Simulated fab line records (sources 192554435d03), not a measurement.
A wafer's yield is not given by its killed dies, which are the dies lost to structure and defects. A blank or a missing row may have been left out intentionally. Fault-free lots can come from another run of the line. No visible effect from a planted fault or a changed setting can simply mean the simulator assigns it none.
Comparing a struck lot with a sound one | flow n5 finfet | 35 steps out of a route of 1938
Sound: wafers L667.4, L667.5, L667.6. Struck: wafers L674.1, L674.5 (left out: L674.2, a lot-mate that was not struck); the cause follows at the end.
Per side, at each step with rows, come the tool, then ch with its chambers, and then its first start. Under that, the readings that differ: sound wafers | struck wafers | difference of the means | sigmas: that difference in standard deviations of wafers without a fault.
alike: a reading whose means differ by less than 2 such deviations, as well as words and numbers matching on both sides. not compared: withheld readings; readings where some wafer has no value; bounds like >300 that might hide an equal value; numbers whose values overlap and for which the record gives no deviation.
The two part at a step that has a row with sigmas, a row that says differs or no value, or rows on one side only. Non-overlapping numbers with no deviation appear without sigmas and do not part them. A reading missing from all wafers of one side parts the sides only when that side holds two or more wafers.

first, 8 steps without rows for these wafers: N5_BEOL_M9_SPUTTER_48 (material Cu, target thk 12 nm, time 2 s); N5_BEOL_M9_ECD_50 (material Cu, target thk 318 nm); N5_BEOL_M9_ANNEAL_51 (time 90 s); N5_BEOL_M9_CMP_52 (polishes, stops on SiCOH lowk, t overpolish 7 s, target thk 140 nm); N5_BEOL_M9_PRE_CLEAN_55 (time 15 s); N5_BEOL_M9_DEP_56 (deposits SiCN from 3MS/NH3, target thk 15 nm, time 26.5 s); N5_BEOL_M10_ILD_DEP_00 (deposits SiCOH lowk from DEMS/porogen, target thk 308.51 nm, time 58 s); N5_BEOL_M10_CURE_71 (cures SiCOH lowk, time 240 s).
N5_BEOL_M10_PECVD_70: deposits SiO2 from TEOS/O2, target thk 20 nm, time 22.7 s.
  sound on pecvd-03 ch 0,1,2, day 11 12:56; struck on pecvd-03 ch 2, day 13 14:25
  reading              | sound                | struck        | difference | sigmas
  susceptor temp C (C) | 400.31 399.71 400.04 | 395.38 394.90 | -4.88      | -22
  alike: chamber pressure Torr, heater power outer w, heater power w, showerhead plenum p Torr, showerhead vpp V, throttle valve pct
  not compared: model.SiO2_of_BEOL_M10_PECVD_70.thk nm
then, 24 steps without rows for these wafers: N5_BEOL_M10_HM_DEP_02 (deposits TiN, target thk 20 nm); N5_BEOL_M10_COAT_59 (time 60 s, resist thk 100 nm); N5_BEOL_M10_COAT_60 (time 60 s, resist thk 30 nm); N5_BEOL_M10_COAT_05 (resist thk 90 nm); N5_BEOL_M10_EBR_07; N5_BEOL_M10_SOFTBAKE_06 (time 60 s); N5_BEOL_M10_EXPOSE_08 (exposes mask M10); N5_BEOL_M10_PEB_09 (peb time 60 s); N5_BEOL_M10_DEVELOP_10 (develop time 30 s); N5_BEOL_M10_DESCUM_16 (chemistry O2, time 7.9 s); N5_BEOL_M10_ETCH_61 (etches SiARC in CF4, target depth 39 nm, time 65 s); N5_BEOL_M10_ETCH_62 (etches SOC in N2/H2, target depth 110 nm, overetch 22 nm, time 165 s); N5_BEOL_M10_STRIP_68 (strips in N2/H2); N5_BEOL_M10_STRIP_67 (strips in CF4); N5_BEOL_M10_HM_OPEN_17 (chemistry Cl2/BCl3, target TiN, target depth 20 nm, overetch 6 nm); N5_BEOL_M10_STRIP_19 (strips in O2); N5_BEOL_M10_COAT_63 (time 60 s, resist thk 100 nm); N5_BEOL_M10_COAT_64 (time 60 s, resist thk 30 nm); N5_BEOL_M10_COAT_22 (resist thk 90 nm); N5_BEOL_M10_EBR_24; N5_BEOL_M10_SOFTBAKE_23 (time 60 s); N5_BEOL_M10_EXPOSE_25 (exposes mask V9); N5_BEOL_M10_PEB_26 (peb time 60 s); N5_BEOL_M10_DEVELOP_27 (develop time 30 s).
N5_BEOL_M10_HM_STRIP_39: strips TiN in peroxide tin strip, target depth 25 nm, time 158 s.
  sound on wet bench-04 ch 0,1,5, day 11 18:04; struck on wet bench-04 ch 0,2, day 13 17:15
  not compared: model.SiO2_of_BEOL_M10_PECVD_70.thk nm
after that, 1 step had no rows for these wafers: N5_PASSIVATION_PROBE_49.

## WHERE THEY PART
At N5_BEOL_M10_PECVD_70 and nowhere else, as far as this record goes.

WHY: what the simulator had put in
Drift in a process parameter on pecvd-03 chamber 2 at N5_BEOL_M10_PECVD_70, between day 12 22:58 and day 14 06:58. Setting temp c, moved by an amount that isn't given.
